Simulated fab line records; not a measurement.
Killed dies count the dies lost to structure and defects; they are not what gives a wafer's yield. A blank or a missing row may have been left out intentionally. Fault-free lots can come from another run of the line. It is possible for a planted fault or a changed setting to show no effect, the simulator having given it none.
Which of the tools did it? / flow nand-harc / 12 lots with 36 wafers sampled at 7 steps, on a route of 1302 steps

## WHAT THE GAUGES READ, wafer by wafer
NHARC_A_M1_CD_MEAS_09: target cd 120 nm.
lot=L312; measured=day 24 02:50; on=cd-sem-02; cd-nm (nm)=120.7 119.7 119.9
lot=L315; measured=day 25 03:33; on=cd-sem-01; cd-nm (nm)=119.1 119.4 118.8
lot=L316; measured=day 25 07:50; on=cd-sem-03; cd-nm (nm)=119.3 118.7 120.8
lot=L318; measured=day 26 18:08; on=cd-sem-01; cd-nm (nm)=120.3 120.0 120.5
lot=L320; measured=day 27 08:01; on=cd-sem-02; cd-nm (nm)=120.2 119.2 120.3
lot=L326; measured=day 30 17:48; on=cd-sem-03; cd-nm (nm)=121.1 121.3 119.7
lot=L327; measured=day 30 21:04; on=cd-sem-02; cd-nm (nm)=119.1 119.1 120.3
lot=L329; measured=day 30 23:51; on=cd-sem-03; cd-nm (nm)=120.3 119.6 119.6
lot=L328; measured=day 31 03:22; on=cd-sem-03; cd-nm (nm)=120.4 120.0 120.4
lot=L331; measured=day 31 19:23; on=cd-sem-02; cd-nm (nm)=118.5 120.2 119.8
lot=L332; measured=day 31 22:16; on=cd-sem-03; cd-nm (nm)=119.8 120.0 118.8
lot=L330; measured=day 32 20:18; on=cd-sem-01; cd-nm (nm)=120.9 120.4 121.8

NHARC_A_M1_THK_MEAS_24: measures by xrf.
lot=L312; measured=day 24 05:29; on=film-metro-01; thk-nm (nm)=155.0 156.3 156.2
lot=L315; measured=day 25 06:17; on=film-metro-02; thk-nm (nm)=154.2 155.0 155.2
lot=L316; measured=day 25 10:26; on=film-metro-01; thk-nm (nm)=153.5 153.5 153.4
lot=L318; measured=day 26 20:48; on=film-metro-02; thk-nm (nm)=153.8 153.5 153.8
lot=L320; measured=day 27 10:37; on=film-metro-01; thk-nm (nm)=154.2 152.2 150.5
lot=L326; measured=day 30 20:25; on=film-metro-02; thk-nm (nm)=31.2 30.2 30.6
lot=L327; measured=day 30 23:41; on=film-metro-02; thk-nm (nm)=30.2 28.7 29.2
lot=L329; measured=day 31 02:27; on=film-metro-02; thk-nm (nm)=153.6 154.2 151.4
lot=L328; measured=day 31 06:22; on=film-metro-01; thk-nm (nm)=31.9 29.0 30.0
lot=L331; measured=day 31 21:59; on=film-metro-01; thk-nm (nm)=152.6 153.5 150.0
lot=L332; measured=day 32 00:53; on=film-metro-02; thk-nm (nm)=158.4 155.4 156.0
lot=L330; measured=day 32 22:54; on=film-metro-02; thk-nm (nm)=155.7 156.0 156.3

NHARC_END_SORT_01.
lot=L312; measured=day 25 13:47; on=prober-02; defect-limited-yield (%)=87 89 86; killed-at-array=84 74 91; killed-at-other=0 0 0; killed-at-periphery=4 3 4; killed-dies=88 77 95; killed-open=3 2 10; killed-short=1 2 2
lot=L315; measured=day 26 16:31; on=prober-02; defect-limited-yield (%)=96 96 97; killed-at-array=21 23 20; killed-at-other=0 0 1; killed-at-periphery=6 1 2; killed-dies=27 24 23; killed-open=3 3 3; killed-short=3 1 2
lot=L316; measured=day 26 23:11; on=prober-01; defect-limited-yield (%)=84 83 82; killed-at-array=100 117 118; killed-at-other=0 0 3; killed-at-periphery=6 1 3; killed-dies=106 118 124; killed-open=6 5 6; killed-short=4 0 6
lot=L318; measured=day 28 06:05; on=prober-01; defect-limited-yield (%)=89 88 90; killed-at-array=71 74 63; killed-at-other=4 6 5; killed-at-periphery=1 2 2; killed-dies=76 82 70; killed-open=3 1 4; killed-short=1 4 0
lot=L320; measured=day 28 22:20; on=prober-01; defect-limited-yield (%)=91 91 90; killed-at-array=55 56 62; killed-at-other=2 2 3; killed-at-periphery=4 6 6; killed-dies=61 64 71; killed-open=2 4 3; killed-short=3 2 4
lot=L326; measured=day 32 08:10; on=prober-02; defect-limited-yield (%)=0 0 0; killed-at-array=673 673 672; killed-at-other=0 0 0; killed-at-periphery=4 4 5; killed-dies=677 677 677; killed-open=6 1 2; killed-short=1 4 5
lot=L327; measured=day 32 05:50; on=prober-01; defect-limited-yield (%)=0 0 0; killed-at-array=673 674 674; killed-at-other=0 1 0; killed-at-periphery=4 2 3; killed-dies=677 677 677; killed-open=1 0 2; killed-short=2 1 0
lot=L329; measured=day 32 22:00; on=prober-01; defect-limited-yield (%)=94 95 95; killed-at-array=37 27 28; killed-at-other=0 0 1; killed-at-periphery=2 5 2; killed-dies=39 32 31; killed-open=7 7 5; killed-short=1 1 0
lot=L328; measured=day 33 04:20; on=prober-02; defect-limited-yield (%)=0 0 0; killed-at-array=671 676 676; killed-at-other=1 0 1; killed-at-periphery=5 1 0; killed-dies=677 677 677; killed-open=4 3 2; killed-short=4 2 4
lot=L331; measured=day 33 13:41; on=prober-01; defect-limited-yield (%)=91 90 90; killed-at-array=61 67 63; killed-at-other=0 2 1; killed-at-periphery=1 1 5; killed-dies=62 70 69; killed-open=3 3 3; killed-short=1 4 3
lot=L332; measured=day 33 23:48; on=prober-02; defect-limited-yield (%)=94 95 94; killed-at-array=34 33 39; killed-at-other=4 1 0; killed-at-periphery=5 2 4; killed-dies=43 36 43; killed-open=2 3 3; killed-short=2 1 2
lot=L330; measured=day 34 16:57; on=prober-01; defect-limited-yield (%)=94 91 93; killed-at-array=40 51 40; killed-at-other=0 0 0; killed-at-periphery=3 7 5; killed-dies=43 58 45; killed-open=1 6 1; killed-short=1 1 2

## WHICH TOOL RAN EACH LOT (tool, then ch and the chambers of the sampled wafers, then the start)
lot=L312; NHARC_A_M1_DEGAS_29=pvd-sputter-03, day 24 04:05; NHARC_A_M1_ECD_22=ecd-cu-02 ch 0,1, day 24 04:27; NHARC_A_M1_ANNEAL_31=rtp-anneal-01 ch 0, day 24 04:50; NHARC_A_M1_CMP_23=cmp-01 ch 0,1,2, day 24 05:10
lot=L315; NHARC_A_M1_DEGAS_29=pvd-sputter-03, day 25 04:49; NHARC_A_M1_ECD_22=ecd-cu-01 ch 1, day 25 05:14; NHARC_A_M1_ANNEAL_31=rtp-anneal-02 ch 0, day 25 05:40; NHARC_A_M1_CMP_23=cmp-01 ch 0,1,2, day 25 06:00
lot=L316; NHARC_A_M1_DEGAS_29=pvd-sputter-03, day 25 09:02; NHARC_A_M1_ECD_22=ecd-cu-01 ch 0,1, day 25 09:27; NHARC_A_M1_ANNEAL_31=rtp-anneal-01 ch 0, day 25 09:46; NHARC_A_M1_CMP_23=cmp-03 ch 0,1,2, day 25 10:12
lot=L318; NHARC_A_M1_DEGAS_29=pvd-sputter-03, day 26 19:25; NHARC_A_M1_ECD_22=ecd-cu-01 ch 0,1, day 26 19:49; NHARC_A_M1_ANNEAL_31=rtp-anneal-02 ch 0, day 26 20:08; NHARC_A_M1_CMP_23=cmp-03 ch 0,2, day 26 20:29
lot=L320; NHARC_A_M1_DEGAS_29=pvd-sputter-01, day 27 09:13; NHARC_A_M1_ECD_22=ecd-cu-01 ch 0,1, day 27 09:38; NHARC_A_M1_ANNEAL_31=rtp-anneal-01 ch 0, day 27 10:01; NHARC_A_M1_CMP_23=cmp-03 ch 0,2,3, day 27 10:20
lot=L326; NHARC_A_M1_DEGAS_29=pvd-sputter-03, day 30 19:01; NHARC_A_M1_ECD_22=ecd-cu-02 ch 0,1, day 30 19:31; NHARC_A_M1_ANNEAL_31=rtp-anneal-01 ch 0, day 30 19:54; NHARC_A_M1_CMP_23=cmp-01 ch 1,2,3, day 30 20:10
lot=L327; NHARC_A_M1_DEGAS_29=pvd-sputter-01, day 30 22:17; NHARC_A_M1_ECD_22=ecd-cu-01 ch 0,1, day 30 22:41; NHARC_A_M1_ANNEAL_31=rtp-anneal-01 ch 0, day 30 23:01; NHARC_A_M1_CMP_23=cmp-01 ch 0,2, day 30 23:22
lot=L329; NHARC_A_M1_DEGAS_29=pvd-sputter-01, day 31 01:04; NHARC_A_M1_ECD_22=ecd-cu-02 ch 0, day 31 01:28; NHARC_A_M1_ANNEAL_31=rtp-anneal-01 ch 0, day 31 01:51; NHARC_A_M1_CMP_23=cmp-02 ch 1,2,3, day 31 02:10
lot=L328; NHARC_A_M1_DEGAS_29=pvd-sputter-03, day 31 04:35; NHARC_A_M1_ECD_22=ecd-cu-01 ch 0,1, day 31 05:19; NHARC_A_M1_ANNEAL_31=rtp-anneal-01 ch 0, day 31 05:46; NHARC_A_M1_CMP_23=cmp-01 ch 0,1,3, day 31 06:08
lot=L331; NHARC_A_M1_DEGAS_29=pvd-sputter-03, day 31 20:35; NHARC_A_M1_ECD_22=ecd-cu-01 ch 0,1, day 31 20:56; NHARC_A_M1_ANNEAL_31=rtp-anneal-02 ch 0, day 31 21:19; NHARC_A_M1_CMP_23=cmp-02 ch 1,3, day 31 21:41
lot=L332; NHARC_A_M1_DEGAS_29=pvd-sputter-01, day 31 23:28; NHARC_A_M1_ECD_22=ecd-cu-02 ch 0,1, day 31 23:50; NHARC_A_M1_ANNEAL_31=rtp-anneal-01 ch 0, day 32 00:16; NHARC_A_M1_CMP_23=cmp-01 ch 0,1,2, day 32 00:34
lot=L330; NHARC_A_M1_DEGAS_29=pvd-sputter-03, day 32 21:31; NHARC_A_M1_ECD_22=ecd-cu-02 ch 0,1, day 32 21:55; NHARC_A_M1_ANNEAL_31=rtp-anneal-01 ch 0, day 32 22:14; NHARC_A_M1_CMP_23=cmp-01 ch 0,1,3, day 32 22:38
- NHARC_A_M1_DEGAS_29: time 60 s.
- NHARC_A_M1_ECD_22: material Cu, target thk 400 nm.
- NHARC_A_M1_ANNEAL_31: time 90 s.
- NHARC_A_M1_CMP_23: polishes, t overpolish 20 s, target thk 154.34 nm.

## AS READ BY THE TOOLS THEMSELVES (means over the sampled wafers that have a number; for cases with no such wafer, the mark the record gives instead)
NHARC_A_M1_DEGAS_29.
lot=L312; tool=pvd-sputter-03; heater-power-w (W)=326
lot=L315; tool=pvd-sputter-03; heater-power-w (W)=348
lot=L316; tool=pvd-sputter-03; heater-power-w (W)=290
lot=L318; tool=pvd-sputter-03; heater-power-w (W)=322
lot=L320; tool=pvd-sputter-01; heater-power-w (W)=362
lot=L326; tool=pvd-sputter-03; heater-power-w (W)=318
lot=L327; tool=pvd-sputter-01; heater-power-w (W)=369
lot=L329; tool=pvd-sputter-01; heater-power-w (W)=368
lot=L328; tool=pvd-sputter-03; heater-power-w (W)=299
lot=L331; tool=pvd-sputter-03; heater-power-w (W)=317
lot=L332; tool=pvd-sputter-01; heater-power-w (W)=360
lot=L330; tool=pvd-sputter-03; heater-power-w (W)=318

NHARC_A_M1_ECD_22.
lot=L312; tool=ecd-cu-02; bath-heat-duty-pct (%)=6.0; bath-temp-c (C)=24.98
lot=L315; tool=ecd-cu-01; bath-heat-duty-pct (%)=6.2; bath-temp-c (C)=24.81
lot=L316; tool=ecd-cu-01; bath-heat-duty-pct (%)=6.1; bath-temp-c (C)=25.06
lot=L318; tool=ecd-cu-01; bath-heat-duty-pct (%)=6.7; bath-temp-c (C)=24.97
lot=L320; tool=ecd-cu-01; bath-heat-duty-pct (%)=5.4; bath-temp-c (C)=25.11
lot=L326; tool=ecd-cu-02; bath-heat-duty-pct (%)=-; bath-temp-c (C)=-
lot=L327; tool=ecd-cu-01; bath-heat-duty-pct (%)=-; bath-temp-c (C)=-
lot=L329; tool=ecd-cu-02; bath-heat-duty-pct (%)=5.8; bath-temp-c (C)=24.85
lot=L328; tool=ecd-cu-01; bath-heat-duty-pct (%)=-; bath-temp-c (C)=-
lot=L331; tool=ecd-cu-01; bath-heat-duty-pct (%)=5.9; bath-temp-c (C)=24.96
lot=L332; tool=ecd-cu-02; bath-heat-duty-pct (%)=5.3; bath-temp-c (C)=25.13
lot=L330; tool=ecd-cu-02; bath-heat-duty-pct (%)=5.6; bath-temp-c (C)=24.91

NHARC_A_M1_ANNEAL_31.
lot=L312 tool=rtp-anneal-01 wafer_temp_C_max=225.7
lot=L315 tool=rtp-anneal-02 wafer_temp_C_max=226.3
lot=L316 tool=rtp-anneal-01 wafer_temp_C_max=226.0
lot=L318 tool=rtp-anneal-02 wafer_temp_C_max=226.5
lot=L320 tool=rtp-anneal-01 wafer_temp_C_max=225.7
lot=L326 tool=rtp-anneal-01 wafer_temp_C_max=226.1
lot=L327 tool=rtp-anneal-01 wafer_temp_C_max=225.8
lot=L329 tool=rtp-anneal-01 wafer_temp_C_max=226.4
lot=L328 tool=rtp-anneal-01 wafer_temp_C_max=225.9
lot=L331 tool=rtp-anneal-02 wafer_temp_C_max=226.6
lot=L332 tool=rtp-anneal-01 wafer_temp_C_max=225.9
lot=L330 tool=rtp-anneal-01 wafer_temp_C_max=226.2

NHARC_A_M1_CMP_23.
lot=L312; tool=cmp-01; motor-current-A (A)=11.5; time-to-endpoint-s (s)=35
lot=L315; tool=cmp-01; motor-current-A (A)=11.9; time-to-endpoint-s (s)=31
lot=L316; tool=cmp-03; motor-current-A (A)=11.7; time-to-endpoint-s (s)=25
lot=L318; tool=cmp-03; motor-current-A (A)=11.2; time-to-endpoint-s (s)=25
lot=L320; tool=cmp-03; motor-current-A (A)=11.4; time-to-endpoint-s (s)=25
lot=L326; tool=cmp-01; motor-current-A (A)=11.3; time-to-endpoint-s (s)=6
lot=L327; tool=cmp-01; motor-current-A (A)=12.3; time-to-endpoint-s (s)=6
lot=L329; tool=cmp-02; motor-current-A (A)=12.2; time-to-endpoint-s (s)=28
lot=L328; tool=cmp-01; motor-current-A (A)=11.9; time-to-endpoint-s (s)=6
lot=L331; tool=cmp-02; motor-current-A (A)=12.7; time-to-endpoint-s (s)=26
lot=L332; tool=cmp-01; motor-current-A (A)=11.7; time-to-endpoint-s (s)=31
lot=L330; tool=cmp-01; motor-current-A (A)=11.9; time-to-endpoint-s (s)=30

## THE ANSWER, worked out from the rows above alone
Rule: the lots themselves supply what counts as usual. The widest of any qualifying gaps counts: lots, ordered by their means at a reading, are off when they make up no more than a third of the lots, leave a main group of 4 or more, and stand apart from it by 3 or more times the standard deviation of that group's means. Not used: any main group whose means are identical at the precision the tables above print for the reading. Also off: a lot with no number at a reading for which 4 or more lots have one. Where the step has rows for the other lots, those lots are counted as sound. First the gauges in route order, then the tools' own readings, where a lot's mean is used as printed above. At the first step where some lot is off, the reading lying furthest off is the one used; lots without a number count as furthest.
Off, at NHARC_A_M1_THK_MEAS_24 on thk-nm: L326, L327, L328. Main group: mean 154.2 nm, sd 1.6.
If a tool, at a process step before that reading, ran all the lots that are off and no sound lot after the first of them, it fits. The gauges at NHARC_A_M1_THK_MEAS_24 aren't tried: what is off there is off at NHARC_END_SORT_01 too, on other tools, and a gauge's error can't cause that. No candidate that was tried fits.

## WHAT THE SIMULATOR HAD INSERTED
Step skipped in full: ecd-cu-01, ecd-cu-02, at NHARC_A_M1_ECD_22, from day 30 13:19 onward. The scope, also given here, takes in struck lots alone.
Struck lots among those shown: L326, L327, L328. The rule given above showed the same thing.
